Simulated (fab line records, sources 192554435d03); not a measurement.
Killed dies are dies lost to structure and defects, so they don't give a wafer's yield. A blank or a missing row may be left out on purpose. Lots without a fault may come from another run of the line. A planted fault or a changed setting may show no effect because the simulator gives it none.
Chamber matching | flow n5_finfet | N5_GATE_CUT_ETCH_37 on rie_diel-06: 4 sister chambers
The step etches SOC in N2/H2, target depth 60 nm, overetch 12 nm, time 90 s. 4 wafers are shown with their chamber, then 10 later ones without.

WAFERS WITH THEIR CHAMBER
wafer  | chamber | throttle_valve_pct (%)
L083.2 | 0       | 17.7
L086.6 | 1       | 18.0
L087.1 | 2       | 17.4
L087.2 | 3       | 18.5

WAFERS WITHOUT THEIR CHAMBER
wafer  | throttle_valve_pct (%)
L087.6 | 17.4
L088.1 | 17.4
L088.5 | 18.5
L088.6 | 18.0
L096.1 | 18.1
L096.5 | 17.2
L096.6 | 18.0
L097.2 | 18.1
L097.3 | 18.1
L097.6 | 18.1

WHICH CHAMBER EACH WENT THROUGH
wafer  | from the rows above | in truth
L087.6 | 2                   | 2
L088.1 | 2                   | 2
L088.5 | 3                   | 3
L088.6 | 1                   | 1
L096.1 | 1                   | 1
L096.5 | 2                   | 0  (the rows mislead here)
L096.6 | 1                   | 1
L097.2 | 1                   | 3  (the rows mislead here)
L097.3 | 1                   | 1
L097.6 | 1                   | 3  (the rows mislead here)
Placed correctly: 7 of 10. Can't be placed from these rows: 0. Placed wrongly: 3.
How it was worked out, from the rows above alone: a wafer's distance from a chamber is the root of the sum, over the readings, of the square of ((its reading less the chamber's mean) divided by the reading's scatter). The wafer belongs to the nearest chamber; if the next one is less than 2 further off, it can't be placed. A chamber's mean is the mean of its shown wafers. The scatter: with one shown wafer a chamber, the root of the mean of the squares of how far each hidden wafer lies from its nearest shown one.
